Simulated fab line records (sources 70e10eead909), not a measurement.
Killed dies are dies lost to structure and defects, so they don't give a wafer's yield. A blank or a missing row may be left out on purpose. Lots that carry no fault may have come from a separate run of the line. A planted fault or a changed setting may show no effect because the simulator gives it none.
Matching of chambers || flow nand_harc || 4 sister chambers for NHARC_A_M1_CMP_23 on cmp-01
The step polishes, t overpolish 20 s, target thk 154.34 nm. 4 wafers are shown with their chamber, then 7 later ones without.

== WAFERS WITH THEIR CHAMBER ==
{"wafer": "L415.3", "chamber": 1, "motor_current_A (A)": 11.9}
{"wafer": "L426.1", "chamber": 3, "motor_current_A (A)": 11.5}
{"wafer": "L426.2", "chamber": 2, "motor_current_A (A)": 10.7}
{"wafer": "L425.5", "chamber": 0, "motor_current_A (A)": 9.4}

== WAFERS MISSING THEIR CHAMBER ==
{"wafer": "L425.6", "motor_current_A (A)": 11.7}
{"wafer": "L429.2", "motor_current_A (A)": 9.4}
{"wafer": "L429.4", "motor_current_A (A)": 10.9}
{"wafer": "L429.6", "motor_current_A (A)": 10.7}
{"wafer": "L433.1", "motor_current_A (A)": 10.7}
{"wafer": "L433.2", "motor_current_A (A)": 11.5}
{"wafer": "L433.5", "motor_current_A (A)": 11.5}

== THE CHAMBER EACH PASSED THROUGH ==
{"wafer": "L425.6", "from the rows above": "can't be placed: 3 or 1", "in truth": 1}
{"wafer": "L429.2", "from the rows above": 0, "in truth": 0}
{"wafer": "L429.4", "from the rows above": 2, "in truth": 2}
{"wafer": "L429.6", "from the rows above": 2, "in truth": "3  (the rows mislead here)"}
{"wafer": "L433.1", "from the rows above": 2, "in truth": 2}
{"wafer": "L433.2", "from the rows above": 3, "in truth": 3}
{"wafer": "L433.5", "from the rows above": 3, "in truth": 3}
Placed correctly: 5 of 7. From these rows, 1 cannot be placed; in 1 the true chamber is one of the candidates. Wrongly placed: 1.
How it was worked out, from the rows above alone: a wafer's distance from a chamber is the root of the sum, over the readings, of the square of ((its reading less the chamber's mean) divided by the reading's scatter). If the next closest chamber is less than 2 further off than the closest, the wafer can't be placed; otherwise it belongs to the closest. For every chamber, the mean is computed from those of its wafers that are shown. The scatter (one wafer shown for each chamber): square how far every hidden wafer sits from the nearest shown wafer, average those squares and take the square root.
